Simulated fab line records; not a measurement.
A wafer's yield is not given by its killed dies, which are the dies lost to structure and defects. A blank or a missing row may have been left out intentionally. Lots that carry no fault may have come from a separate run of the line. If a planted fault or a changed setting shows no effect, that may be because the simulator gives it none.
fab line records | flow nand_harc
record lots=15 | wafers=42 | last_day=34
route steps=1302 shown A_DECK1_JOINT@544 A_ONON_D2@554 END@1302
lots with no fault: from the same line, run without faults
start_h: start of the lot's first displayed wafer, in hours after the record's first day | wait_h: hours since the lot's step before | " the same as in the row above | L1.1+2: several wafers, shown together as one row | - no value present, or no start provided | * or withheld: withheld | < > ~ a bound
route shown NAME@n: a module of which the file shows steps, and the number in the route of the first | usual: average and standard deviation across the fault-free wafers | same: alike in all rows | chamber/n: place in a boat | sites: each site's reading | _std_site: the values' standard deviation | _edge_site: the outer-site mean with the inner-site mean subtracted | radius_mm: for every site, how far away it sits from the centre of the wafer | mask NAME#n: copy n | behind: tool/chamber where the wafer was last shaped | hold: cause of the lot's hold/its duration in hours/its outcome | device: which transistor (n, p or np) failed to switch | end of line: tests of these same wafers at the route's end | where a step has no rows: the recipe by itself | killed: at the first sort, the dies lost to defects and structure; wafer yield is something else | map: shows each die of a wafer: x if killed, . if not, _ if none is there
set.NAME: the setting the step ran with; set.NAME@STEP: the setting that earlier step ran with | model.NAME: the simulator's own value behind a step, which no gauge read
one table for each step of the route and one row for each wafer, over a sample of lots
services: the hour from which a tool's chamber was out of use, counted from the record's first day as start_h (under 0 if before that day), plus the number of hours and why
## steps
# step NHARC_A_DECK1_JOINT_INSPECT_05
# usual raw_defect_count=332/130
lot.wafer | tool              | chamber | start_h | wait_h | raw_defect_count
L579.3    | defect_inspect-01 | -       | 273.73  | 0.0    | 271
L579.5    | "                 | -       | "       | "      | 331
L579.6    | "                 | -       | "       | "      | 665
L581.1    | defect_inspect-02 | -       | 291.14  | 0.0    | 299
L581.3    | "                 | -       | "       | "      | 597
L581.4    | "                 | -       | "       | "      | 312
L582.1    | defect_inspect-01 | -       | 311.10  | 0.0    | 299
L582.4    | "                 | -       | "       | "      | 320
L582.5    | "                 | -       | "       | "      | 365
L583.2    | defect_inspect-01 | -       | 315.38  | 0.0    | 162
L583.3    | "                 | -       | "       | "      | 301
L583.4    | "                 | -       | "       | "      | 210
L584.1    | defect_inspect-01 | -       | 321.24  | 0.0    | 411
L584.3    | "                 | -       | "       | "      | 337
L584.4    | "                 | -       | "       | "      | 181
L585.2    | defect_inspect-01 | -       | 330.51  | 0.0    | 217
L585.3    | "                 | -       | "       | "      | 610
L585.4    | "                 | -       | "       | "      | 512
L586.3    | defect_inspect-02 | -       | 356.51  | 0.0    | 358
L586.5    | "                 | -       | "       | "      | 261
L586.6    | "                 | -       | "       | "      | 262
L587.1    | defect_inspect-01 | -       | 357.59  | 0.1    | 291
L587.4    | "                 | -       | "       | "      | 330
L587.6    | "                 | -       | "       | "      | 421
L588.3    | defect_inspect-01 | -       | 371.99  | 0.0    | 483
L588.4    | "                 | -       | "       | "      | 825
L588.6    | "                 | -       | "       | "      | 449
L593.1    | defect_inspect-02 | -       | 422.99  | 0.0    | 303
L593.5    | "                 | -       | "       | "      | 471
L595.2    | defect_inspect-01 | -       | 438.04  | 0.0    | 205
L595.5    | "                 | -       | "       | "      | 366
L596.2    | defect_inspect-02 | -       | 452.38  | 0.0    | 374
L596.5    | "                 | -       | "       | "      | 188
L599.2    | defect_inspect-02 | -       | 469.92  | 0.0    | 270
L599.3    | "                 | -       | "       | "      | 290
L599.5    | "                 | -       | "       | "      | 295
L601.1    | defect_inspect-01 | -       | 499.37  | 0.0    | 221
L601.3    | "                 | -       | "       | "      | 334
L601.4    | "                 | -       | "       | "      | 302
L602.1    | defect_inspect-02 | -       | 525.68  | 0.0    | 255
L602.4    | "                 | -       | "       | "      | 203
L602.5    | "                 | -       | "       | "      | 322
# step NHARC_A_ONON_D2_THK_MEAS_14
# recipe thk_meas_gauge=ellipsometry
# usual thk_nm=1003/9.2
lot.wafer | tool          | chamber | start_h | wait_h | thk_nm
L579.3    | film_metro-01 | -       | 276.59  | -      | 993
L579.5    | "             | -       | "       | "      | 993
L579.6    | "             | -       | "       | "      | 994
L581.1    | film_metro-01 | -       | 294.02  | -      | 1002
L581.3    | "             | -       | "       | "      | 1003
L581.4    | "             | -       | "       | "      | 1003
L582.1    | film_metro-01 | -       | 313.94  | -      | 1004
L582.4    | "             | -       | "       | "      | 1007
L582.5    | "             | -       | "       | "      | 1006
L583.2    | film_metro-01 | -       | 318.23  | -      | 1002
L583.3    | "             | -       | "       | "      | 1000
L583.4    | "             | -       | "       | "      | 1002
L584.1    | film_metro-02 | -       | 324.27  | -      | 983
L584.3    | "             | -       | "       | "      | 985
L584.4    | "             | -       | "       | "      | 984
L585.2    | film_metro-02 | -       | 333.35  | -      | 1005
L585.3    | "             | -       | "       | "      | 1007
L585.4    | "             | -       | "       | "      | 1006
L586.3    | film_metro-02 | -       | 359.35  | -      | 1015
L586.5    | "             | -       | "       | "      | 1014
L586.6    | "             | -       | "       | "      | 1014
L587.1    | film_metro-01 | -       | 360.43  | -      | 1008
L587.4    | "             | -       | "       | "      | 1005
L587.6    | "             | -       | "       | "      | 1008
L588.3    | film_metro-01 | -       | 374.83  | -      | 1014
L588.4    | "             | -       | "       | "      | 1014
L588.6    | "             | -       | "       | "      | 1013
L593.1    | film_metro-02 | -       | 425.84  | -      | 1001
L593.5    | "             | -       | "       | "      | 1002
L595.2    | film_metro-01 | -       | 440.89  | -      | 993
L595.5    | "             | -       | "       | "      | 995
L596.2    | film_metro-01 | -       | 455.23  | -      | 998
L596.5    | "             | -       | "       | "      | 999
L599.2    | film_metro-02 | -       | 472.75  | -      | 1002
L599.3    | "             | -       | "       | "      | 1000
L599.5    | "             | -       | "       | "      | 1001
L601.1    | film_metro-02 | -       | 502.24  | -      | 997
L601.3    | "             | -       | "       | "      | 999
L601.4    | "             | -       | "       | "      | 998
L602.1    | film_metro-01 | -       | 528.51  | -      | 1005
L602.4    | "             | -       | "       | "      | 1005
L602.5    | "             | -       | "       | "      | 1004
# step NHARC_A_ONON_D2_DEP_16
# recipe target_thk_a=10000 | n2_flow_sccm=2750 | n2o_flow_sccm=2000 | nh3_flow_sccm=500 | sih4_flow_sccm=210 | temp_c=400
lot.wafer  | tool          | chamber | start_h | wait_h
L579.3+5+6 | pecvd_onon-01 | 0       | 283.91  | 0.5
L581.1+3+4 | pecvd_onon-04 | 0       | 303.42  | 0.4
L582.1+4+5 | pecvd_onon-02 | 0       | 321.41  | 0.4
L584.1+3+4 | pecvd_onon-01 | 0       | 328.41  | 0.4
L583.2+3+4 | pecvd_onon-04 | 0       | 328.47  | 0.4
L585.2+3+4 | pecvd_onon-04 | 0       | 340.28  | 0.4
L587.1+4+6 | pecvd_onon-01 | 0       | 366.17  | 0.4
L586.3+5+6 | pecvd_onon-04 | 0       | 366.29  | 0.5
L588.3+4+6 | pecvd_onon-04 | 0       | 382.16  | 0.5
L593.1+5   | pecvd_onon-04 | 0       | 432.67  | 0.4
L595.2+5   | pecvd_onon-04 | 0       | 449.71  | 0.4
L596.2+5   | pecvd_onon-04 | 0       | 462.82  | 0.4
L599.2+3+5 | pecvd_onon-01 | 0       | 480.31  | 0.4
L601.1+3+4 | pecvd_onon-02 | 0       | 506.37  | 0.4
L602.1+4+5 | pecvd_onon-01 | 0       | 533.69  | 0.4
# step NHARC_A_ONON_D2_THK_MEAS_18
# recipe thk_meas_gauge=ellipsometry
# usual thk_nm=1005/10
lot.wafer | tool          | chamber | start_h | wait_h | thk_nm
L579.3    | film_metro-02 | -       | 284.31  | -      | 993
L579.5    | "             | -       | "       | "      | 994
L579.6    | "             | -       | "       | "      | 993
L581.1    | film_metro-02 | -       | 303.93  | -      | 992
L581.3    | "             | -       | "       | "      | 995
L581.4    | "             | -       | "       | "      | 994
L582.1    | film_metro-01 | -       | 321.93  | -      | 1018
L582.4    | "             | -       | "       | "      | 1020
L582.5    | "             | -       | "       | "      | 1019
L584.1    | film_metro-01 | -       | 328.92  | -      | 996
L584.3    | "             | -       | "       | "      | 995
L584.4    | "             | -       | "       | "      | 998
L583.2    | film_metro-02 | -       | 328.92  | -      | 994
L583.3    | "             | -       | "       | "      | 992
L583.4    | "             | -       | "       | "      | 993
L585.2    | film_metro-02 | -       | 340.73  | -      | 1010
L585.3    | "             | -       | "       | "      | 1011
L585.4    | "             | -       | "       | "      | 1010
L587.1    | film_metro-01 | -       | 366.68  | -      | 1005
L587.4    | "             | -       | "       | "      | 1005
L587.6    | "             | -       | "       | "      | 1005
L586.3    | film_metro-02 | -       | 366.68  | -      | 1014
L586.5    | "             | -       | "       | "      | 1014
L586.6    | "             | -       | "       | "      | 1012
L588.3    | film_metro-01 | -       | 382.56  | -      | 1002
L588.4    | "             | -       | "       | "      | 1003
L588.6    | "             | -       | "       | "      | 1000
L593.1    | film_metro-02 | -       | 433.18  | -      | 1541
L593.5    | "             | -       | "       | "      | 1542
L595.2    | film_metro-01 | -       | 450.15  | -      | 1007
L595.5    | "             | -       | "       | "      | 1537
L596.2    | film_metro-01 | -       | 463.27  | -      | 1004
L596.5    | "             | -       | "       | "      | 1534
L599.2    | film_metro-02 | -       | 480.77  | -      | 987
L599.3    | "             | -       | "       | "      | 988
L599.5    | "             | -       | "       | "      | 986
L601.1    | film_metro-02 | -       | 506.88  | -      | 1003
L601.3    | "             | -       | "       | "      | 1005
L601.4    | "             | -       | "       | "      | 1005
L602.1    | film_metro-02 | -       | 534.20  | -      | 1011
L602.4    | "             | -       | "       | "      | 1011
L602.5    | "             | -       | "       | "      | 1012
# step NHARC_END_SORT_01
# recipe temp_c=25
# usual killed_at_array=56/17 | killed_at_other=1.2/1.4 | killed_at_periphery=4/3.2 | killed_dies=61/16 | killed_open=3.6/2.1 | killed_short=2.7/1.8
# same gross_dies=677
lot.wafer | tool      | chamber | start_h | wait_h | killed_at_array | killed_at_other | killed_at_periphery | killed_dies | killed_open | killed_short
L593.1    | prober-01 | 0       | 706.52  | 2.5    | 674             | 0               | 3                   | 677         | 2           | 1
L593.5    | prober-01 | 0       | 709.72  | 3.7    | 667             | 4               | 6                   | 677         | 6           | 4
L595.2    | prober-02 | 0       | 722.42  | 2.8    | 69              | 5               | 1                   | 75          | 0           | 0
L595.5    | prober-02 | 0       | 724.80  | 3.7    | 670             | 3               | 4                   | 677         | 2           | 2
L596.2    | prober-02 | 0       | 737.96  | 2.8    | 51              | 0               | 2                   | 53          | 3           | 6
L596.5    | prober-02 | 0       | 740.37  | 3.7    | 673             | 0               | 4                   | 677         | 4           | 6
# killed by level:class
L593.1 A_ONON_D2:area_dep=627 A_CHANNEL_HOLE_D1:chamber_film_flake=21 A_CHANNEL_HOLE_D2:chamber_film_flake=15 A_CONTACT:chamber_film_flake=5 A_STAIRCASE:chamber_film_flake=3 P_M0:geometric_particle:open=2 P_M2:chamber_film_flake=1 A_BLC:geometric_particle:short=1
L593.5 A_ONON_D2:area_dep=607 A_CHANNEL_HOLE_D2:chamber_film_flake=25 A_CHANNEL_HOLE_D1:chamber_film_flake=21 THIN_TSV:chamber_film_flake=4 A_CONTACT:chamber_film_flake=3 P_GATE:chamber_film_flake=3 A_M0:geometric_particle:open=2 A_WL_FILL:chamber_film_flake=2
L595.2 A_CHANNEL_HOLE_D1:chamber_film_flake=34 A_SLIT:chamber_film_flake=31 THIN_TSV:chamber_film_flake=5 A_STAIRCASE:chamber_film_flake=2 P_M0:chamber_film_flake=1 A_ZERO_WELL:chamber_film_flake=1 A_CONTACT:chamber_film_flake=1
L595.5 A_ONON_D2:area_dep=604 A_SLIT:chamber_film_flake=31 A_CHANNEL_HOLE_D1:chamber_film_flake=23 A_STAIRCASE:chamber_film_flake=6 P_M0:chamber_film_flake=3 THIN_TSV:chamber_film_flake=3 A_CHANNEL_FILL_D2:geometric_particle:short=2 A_ONON_D1:geometric_particle:open=1
L596.2 A_CHANNEL_HOLE_D2:chamber_film_flake=21 A_CHANNEL_HOLE_D1:chamber_film_flake=7 A_CONTACT:chamber_film_flake=7 A_SLIT:chamber_film_flake=3 A_WL_FILL:chamber_film_flake=2 P_CONTACT:geometric_particle:short=1 A_CHANNEL_HOLE_D1:geometric_particle:short=1 A_CHANNEL_HOLE_D1:geometric_particle:open=1
L596.5 A_ONON_D2:area_dep=606 A_CHANNEL_HOLE_D2:chamber_film_flake=25 A_CHANNEL_HOLE_D1:chamber_film_flake=13 A_SLIT:chamber_film_flake=10 A_CONTACT:chamber_film_flake=6 A_ONON_D2:geometric_particle:short=3 P_STI:chamber_film_flake=3 A_STAIRCASE:chamber_film_flake=2
## services
tool          | chamber | start_h | hours | kind
pecvd_onon-01 | -       | 269.00  | 13.0  | pm
pecvd_onon-04 | -       | 311.00  | 13.0  | pm
pecvd_onon-02 | -       | 341.46  | 2.5   | repair
pecvd_onon-02 | -       | 366.24  | 13.0  | pm
pecvd_onon-01 | -       | 441.48  | 0.3   | repair
pecvd_onon-01 | -       | 450.00  | 13.0  | pm
pecvd_onon-04 | -       | 492.00  | 13.0  | pm
## key
first_sign step=NHARC_A_ONON_D2_THK_MEAS_18 | reading=thk_nm | direction=up | sigmas=54 | usual=1005 | struck=1538
effect step=NHARC_END_SORT_01 | reading=killed_dies | direction=up | sigmas=37 | usual=61 | struck=677
more_kills_born_at NHARC_A_ONON_D2_DEP_16@pecvd_onon-04=2444
met_at NHARC_A_ONON_D2_DEP_16
struck_lots L593,L595,L596
struck_wafers L593.1,L593.5,L595.5,L596.5
later_rows_left_out L593.1,L593.5,L595.5,L596.5
tester_left_out L593,L595,L596
not_acting_at NHARC_A_DECK1_JOINT_INSPECT_05,NHARC_A_ONON_D2_THK_MEAS_14
onset_between 382.16 432.67
fault kind=process_parameter_drift | tool=pecvd_onon-04 | chamber=- | onset_h=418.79 | steps=NHARC_A_ONON_D2_DEP_16 | channel=target_thk_a | offset=* | shape=step | end_h=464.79 | scope=struck_wafers_only | acts_in=* | stated=*
# tester_left_out: of these lots the tester's yield and bins aren't shown, on N5 and GAA mostly nor the transistor test; their killed dies are dies lost to structure and defects alone, not to doping, threshold or leakage, so they don't give the yield
# later_rows_left_out: the simulator's readings of these wafers behind a module that went badly wrong aren't trusted and aren't shown, but for the sort
